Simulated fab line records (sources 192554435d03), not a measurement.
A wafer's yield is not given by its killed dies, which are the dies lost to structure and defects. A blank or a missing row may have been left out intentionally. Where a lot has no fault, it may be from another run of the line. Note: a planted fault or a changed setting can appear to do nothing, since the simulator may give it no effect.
One fault through the eyes of 3 desks ; flow n5 finfet ; each desk has only its own numbers; what lay behind them comes last

FROM THE METROLOGY DESK
What the gauges read, lot by lot, whatever tool the lot ran on: means of the sampled wafers that have a number. The brackets show how far a lot's mean lies from the usual mean; more than 4 standard deviations puts the lot out of limits, marked OUT. Shown here are 7 of its 11 readings, the ones lying furthest out on some lot.
Columns: A = cd nm at N5_DUMMY_GATE_CD_MEAS_24, usual 14.9 nm; B = DIBL_P at N5_BEOL_M4_RC_MEAS_101, usual 37.1 mV/V; C = IOFF_N at N5_BEOL_M4_RC_MEAS_101, usual 0.17 nA/um; D = ION_N at N5_BEOL_M4_RC_MEAS_101, usual 674 uA/um; E = ION_P at N5_BEOL_M4_RC_MEAS_101, usual 463 uA/um; F = SS_N at N5_BEOL_M4_RC_MEAS_101, usual 71.7 mV/dec; G = VT_N at N5_BEOL_M4_RC_MEAS_101, usual 249 mV
lot;first seen here;A;B;C;D;E;F;G
L534;day 2 22:16;15.0;37.3;0.18;681;464;72.0;247
L538;day 4 00:35;15.3;37.1;0.16;668;459;71.3;250
L547;day 6 06:28;14.9;36.4;0.16;665;454;71.9;250
L548;day 6 13:38;14.9;34.8;0.12;653;450;71.1;254
L550;day 6 22:37;14.3;40.1;0.21;685;467;72.6;247
L556;day 8 11:39;14.9;34.9;0.17;679;470;71.8;249
This desk found nothing out of limits on any of the 6 lots.

THE TOOL OWNER'S DESK: ald sin-03
The tool's own readings at N5_SPACER0_ALD_00 (deposits SiOCN, target thk 3.5 nm, pulse time 3 s, purge time 2 s): means of the sampled wafers that have a number, for each lot that ran on this tool. The brackets show how far a lot's mean lies from the usual mean; more than 4 standard deviations puts the lot out of limits, marked OUT.
Columns: A = chamber pressure Torr at N5_SPACER0_ALD_00, usual 2.000 Torr; B = heater power w at N5_SPACER0_ALD_00, usual 830 W; C = precursor pulse height rel at N5_SPACER0_ALD_00, usual 1.000
lot;first seen here;A;B;C
L538;day 4 01:05;2.000;782;0.989
L547;day 6 07:08;2.010;906;0.981
L548;day 6 14:17;2.002;812;0.972
This desk found nothing out of limits on any of the 3 lots.

THE DEFECT DESK
Per lot, the means of the sampled wafers with a number show what the inspections along the route counted. The brackets show how far a lot's mean lies from the usual mean; more than 4 standard deviations puts the lot out of limits, marked OUT.
Columns: A = raw defect count at N5_DUMMY_GATE_INSPECT_27, usual 325
lot;first seen here;A
L534;day 2 22:34;347
L538;day 4 00:54;329
L547;day 6 06:56;380
L548;day 6 13:58;438
L550;day 6 22:53;339
L556;day 8 12:10;359
This desk found nothing out of limits on any of the 6 lots.

ALL TOGETHER
Metrology desk: nothing out of limits seen.
The tool owner's desk saw nothing out of limits.
Nothing the defect desk looked at was out of limits.

WHAT WAS PUT IN BY THE SIMULATOR
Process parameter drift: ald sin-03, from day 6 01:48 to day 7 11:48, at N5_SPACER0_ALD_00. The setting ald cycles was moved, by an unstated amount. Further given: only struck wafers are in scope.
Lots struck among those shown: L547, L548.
